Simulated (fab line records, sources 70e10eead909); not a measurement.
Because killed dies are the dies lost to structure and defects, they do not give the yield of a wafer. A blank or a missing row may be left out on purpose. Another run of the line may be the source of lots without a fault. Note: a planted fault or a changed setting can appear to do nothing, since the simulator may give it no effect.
Matching of chambers -- flow nand-harc -- rie-diel-07 running NHARC_A_STAIRCASE_DESCUM_219: 4 sister chambers
The step chemistry O2, time 3 s. 20 wafers are shown with their chamber, then 10 later ones without.

== EACH WAFER AND ITS CHAMBER ==
wafer,chamber,drypump-motor-current-A (A),showerhead-plenum-p-Torr (Torr),rf-vpp-V (V)
L077.1,2,5.9,1.86,56.3
L077.3,0,5.8,1.86,57.0
L077.4,3,5.7,1.77,57.2
L082.1,0,5.8,1.85,57.8
L082.2,3,5.6,1.77,56.4
L082.5,2,5.9,1.86,56.3
L079.1,2,5.9,1.86,57.6
L079.2,0,5.8,1.85,57.1
L079.5,1,6.6,1.99,58.5
L085.2,3,5.6,1.76,56.9
L085.4,0,5.8,1.85,57.4
L085.6,3,5.7,1.76,57.9
L083.2,3,5.7,1.76,56.3
L083.4,1,6.6,1.99,57.0
L083.6,1,6.6,1.99,58.5
L084.3,0,5.8,1.85,57.5
L084.4,1,6.6,1.99,59.5
L084.5,3,5.6,1.76,59.1
L090.2,2,5.9,1.85,58.3
L090.3,3,5.7,2.07,58.4

SIGNATURES (means of the wafers above)
reading,chamber 0,chamber 1,chamber 2,chamber 3,scatter within a chamber
drypump-motor-current-A,5.800,6.600,5.900,5.657,0.0327
showerhead-plenum-p-Torr,1.8520,1.9900,1.8575,1.8071,0.0711
rf-vpp-V,57.360,58.375,57.125,57.457,0.908
Rule: for a wafer and a chamber, the distance is found by dividing, reading by reading, the gap between the wafer's reading and the chamber's mean by the reading's scatter, squaring, summing and taking the root. If the next closest chamber is less than 2 further off than the closest, the wafer can't be placed; otherwise it belongs to the closest. The scatter: the root of (the sum of the squares of (reading less its chamber's mean) over the shown wafers, divided by (wafers less chambers)).

== WAFERS WHOSE CHAMBER IS MISSING ==
wafer,drypump-motor-current-A (A),showerhead-plenum-p-Torr (Torr),rf-vpp-V (V)
L090.4,5.9,1.85,57.6
L093.1,6.6,1.98,57.2
L093.2,5.9,1.85,57.6
L093.4,5.7,2.07,58.4
L095.3,6.6,1.98,59.0
L095.4,5.9,1.84,56.7
L095.6,5.9,1.84,58.2
L096.3,5.8,1.84,57.3
L096.4,5.9,1.84,59.4
L096.5,6.6,1.98,59.7

== EACH ONE'S CHAMBER ==
wafer,from the rows above,in truth
L090.4,2,2
L093.1,1,1
L093.2,2,2
L093.4,can't be placed: 3 or 0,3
L095.3,1,1
L095.4,2,2
L095.6,can't be placed: 2 or 0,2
L096.3,0,0
L096.4,can't be placed: 2 or 0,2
L096.5,1,1
Correctly placed: 7 of 10. Not placeable from these rows: 3 (in 3, the candidates include the true chamber). Number placed wrongly: 0.
